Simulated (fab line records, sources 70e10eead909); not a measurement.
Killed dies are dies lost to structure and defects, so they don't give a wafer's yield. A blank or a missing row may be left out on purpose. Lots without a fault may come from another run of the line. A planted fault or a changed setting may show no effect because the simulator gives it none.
Chamber matching | flow nand_harc | NHARC_A_STAIRCASE_ETCH_313 on rie_diel-03: 4 sister chambers
The step etches the open film in CF4/CHF3. 16 wafers are shown with their chamber, then 8 later ones without.

WAFERS WITH THEIR CHAMBER
wafer  | chamber | drypump_motor_current_A (A) | showerhead_plenum_p_Torr (Torr) | rf_vpp_V (V)
L074.1 | 3       | 6.0                         | 1.56                            | 368.8
L074.3 | 2       | 5.2                         | 1.63                            | 372.3
L074.5 | 2       | 5.2                         | 1.63                            | 373.3
L077.1 | 1       | 4.9                         | 1.60                            | 372.4
L077.2 | 2       | 5.2                         | 1.62                            | 373.1
L077.3 | 3       | 6.0                         | 1.56                            | 370.3
L080.1 | 3       | 6.1                         | 1.56                            | 369.0
L080.4 | 1       | 4.9                         | 1.60                            | 371.9
L080.5 | 2       | 5.2                         | 1.62                            | 372.7
L082.2 | 3       | 6.1                         | 1.56                            | 370.8
L082.5 | 3       | 6.1                         | 1.56                            | 370.5
L082.6 | 0       | 5.1                         | 1.56                            | 369.5
L081.1 | 0       | 5.1                         | 1.56                            | 369.8
L081.2 | 2       | 5.2                         | 1.62                            | 372.7
L081.4 | 1       | 4.9                         | 1.60                            | 371.4
L084.3 | 0       | 5.1                         | 1.56                            | 368.0

SIGNATURES (means of the wafers above)
reading                  | chamber 0 | chamber 1 | chamber 2 | chamber 3 | scatter within a chamber
drypump_motor_current_A  | 5.100     | 4.900     | 5.200     | 6.060     | 0.0316
showerhead_plenum_p_Torr | 1.5600    | 1.6000    | 1.6240    | 1.5600    | 0.00316
rf_vpp_V                 | 369.100   | 371.900   | 372.820   | 369.880   | 0.725
Rule: a wafer's distance from a chamber is the root of the sum, over the readings, of the square of ((its reading less the chamber's mean) divided by the reading's scatter). The wafer belongs to the nearest chamber; if the next one is less than 2 further off, it can't be placed. The scatter: the root of (the sum of the squares of (reading less its chamber's mean) over the shown wafers, divided by (wafers less chambers)).

WAFERS WITHOUT THEIR CHAMBER
wafer  | drypump_motor_current_A (A) | showerhead_plenum_p_Torr (Torr) | rf_vpp_V (V)
L084.4 | 6.0                         | 1.56                            | 370.0
L084.5 | 4.9                         | 1.60                            | 371.4
L085.2 | 5.1                         | 1.56                            | 370.2
L085.3 | 4.9                         | 1.60                            | 371.2
L085.6 | 4.9                         | 1.60                            | 371.6
L087.1 | 6.1                         | 1.55                            | 370.4
L087.5 | 5.1                         | 1.56                            | 369.4
L087.6 | 6.1                         | 1.55                            | 370.7

WHICH CHAMBER EACH WENT THROUGH
wafer  | from the rows above | in truth
L084.4 | 3                   | 3
L084.5 | 1                   | 1
L085.2 | 0                   | 0
L085.3 | 1                   | 1
L085.6 | 1                   | 1
L087.1 | 3                   | 3
L087.5 | 0                   | 0
L087.6 | 3                   | 3
Placed correctly: 8 of 8. Can't be placed from these rows: 0. Placed wrongly: 0.
